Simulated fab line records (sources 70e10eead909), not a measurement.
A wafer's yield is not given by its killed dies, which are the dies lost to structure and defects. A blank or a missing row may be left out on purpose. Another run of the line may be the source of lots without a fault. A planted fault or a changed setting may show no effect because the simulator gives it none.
Chamber matching    flow nand-harc    NHARC_A_CHANNEL_FILL_D2_ALD_16 on ald-hk-04 has 4 sister chambers
The step deposits SiO2, target thk 1.5 nm, pulse time 10 s, ald cycles 15. 4 wafers are shown with their chamber, then 10 later ones without.

WAFERS, EACH WITH ITS CHAMBER
wafer   chamber  heater-power-w (W)
L086.4  1        431
L091.6  3        406
L093.2  2        497
L093.3  0        482

WAFERS WITH NO CHAMBER GIVEN
wafer   heater-power-w (W)
L093.6  411
L092.1  411
L092.5  488
L092.6  408
L095.2  472
L095.3  417
L095.6  422
L096.1  499
L096.3  479
L096.6  412

CHAMBER TAKEN BY EACH
wafer    from the rows above       in truth
L093.6   3                         3
L092.1   3                         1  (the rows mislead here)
L092.5   can't be placed: 0 or 2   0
L092.6   3                         3
L095.2   0                         0
L095.3   can't be placed: 3 or 1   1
L095.6   can't be placed: 1 or 3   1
L096.1   2                         2
L096.3   0                         0
L096.6   can't be placed: 3 or 1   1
5 of 10 placed correctly. From these rows, 4 cannot be placed; in 4 the true chamber is one of the candidates. Placed wrongly: 1.
How it was worked out, from the rows above alone: a wafer's distance from a chamber is the root of the sum, over the readings, of the square of ((its reading less the chamber's mean) divided by the reading's scatter). The wafer belongs to the nearest chamber; if the next one is less than 2 further off, it can't be placed. Each chamber's mean is taken over the wafers shown for it. The scatter (one wafer shown for each chamber): square how far every hidden wafer sits from the nearest shown wafer, average those squares and take the square root.
